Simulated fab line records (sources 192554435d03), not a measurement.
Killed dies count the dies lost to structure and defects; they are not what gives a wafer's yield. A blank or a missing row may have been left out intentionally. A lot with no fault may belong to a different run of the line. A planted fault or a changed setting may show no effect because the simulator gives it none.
Split-lot trial ; flow n5 finfet ; on a route of 1938 steps: 7 lots, 21 wafers read

THE SPLIT
At N5_BEOL_M0_ETCH_138 (etches SiCN in CH3F/O2, target depth 12 nm, time 31.6 s), the setting source w was moved away from the recipe's 395 W on 8 of the 21 wafers read, by -16.2% to +11.8%. The other wafers ran this setting at the recipe's value.

The split's own step is where the reading is taken.

THE READING
rf vpp V, in V, at N5_BEOL_M0_ETCH_138 (etches SiCN in CH3F/O2, target depth 12 nm, time 31.6 s). Typical for fault-free wafers on this fab line: 297.6 V, with standard deviation 1.5 V.

wafer;tool, chamber at the split;source w as run, W;against the recipe;rf vpp V, V;against lot-mates on the recipe
L074.1;rie diel-01, 3;395;recipe;300.2;-
L074.3;rie diel-01, 0;395;recipe;297.3;-
L074.5;rie diel-01, 3;395;recipe;296.7;-
L076.2;rie diel-05, 3;428.7;+8.5%;290.7;-6.3
L076.3;rie diel-05, 0;428.7;+8.5%;289.9;-7.1
L076.5;rie diel-05, 2;395;recipe;297.0;-
L082.4;rie diel-06, 1;395;recipe;296.6;-
L082.5;rie diel-06, 3;441.8;+11.8%;287.9;-8.7
L082.6;rie diel-06, 2;441.8;+11.8%;288.6;-8.0
L083.1;rie diel-05, 2;330.9;-16.2%;313.7;+18.1
L083.3;rie diel-05, 1;395;recipe;295.7;-
L083.5;rie diel-05, 1;395;recipe;295.6;-
L084.2;rie diel-01, 3;337;-14.7%;314.7;+16.6
L084.3;rie diel-01, 2;395;recipe;298.1;-
L084.4;rie diel-01, 1;337;-14.7%;313.5;+15.4
L088.1;rie diel-06, 1;395;recipe;295.4;-
L088.2;rie diel-06, 2;423.3;+7.2%;292.9;-3.9
L088.3;rie diel-06, 3;395;recipe;298.2;-
L090.1;rie diel-06, 0;395;recipe;296.8;-
L090.2;rie diel-06, 1;395;recipe;294.7;-
L090.4;rie diel-06, 2;395;recipe;299.1;-

THE FIT
A straight line over all 21 wafers: rf vpp V changes by -0.961 V for each +1% of source w; r = -0.97; the points scatter about the line by 1.8 V.
The same after taking each lot's own level away (the mean of its wafers on the recipe; 21 wafers): -0.943 V for each +1%; r = -0.98; scatter 1.6 V.
Per that fit: largest source w move, reading shift of 15 V.
Across the lots, their own levels run from 295.65 to 298.10 V, a range of 1.6 times the standard deviation given above.
Hence the lot-to-lot level has little effect on the slope; both slopes agree.
Check: +15.4 V against its lot-mates is what the line predicts for one of the wafers moved furthest among these (-16.2%) when that wafer is left out of the fit. It came out at +18.1 V against them.
Tool readings at the split's step, against how far the setting was moved: rf vpp V r = -0.97.

THE OTHER SPLITS THESE WAFERS WENT THROUGH
Before the reading, these wafers also passed through other splits. Each is held against what the fit with the lots' levels taken away leaves over:
other split on the same wafers;wafers away from the commonest value;r with rf vpp V (lot level and that fit taken away)
N5_GATE_CUT_EXPOSE_10 dose mj;9;+0.38
N5_MOL_CONTACT_COAG_ALD_27 ald cycles;11;-0.03
N5_MOL_CONTACT_COAG_ALD_123 ald cycles;6;-0.05
N5_MOL_CONTACT_COAG_ETCHBACK_136 target depth a;11;-0.08
N5_MOL_CONTACT_COAG_CVD_140 target thk a;6;-0.35
N5_BEOL_M0_SAQP_COAT_08 spin rpm;3;-0.15
N5_BEOL_M0_SAQP_DESCUM_19 time s;9;-0.04

THE FILE'S OWN FIT
rf vpp V changes by -0.958 V for each +1% of source w, r = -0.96.
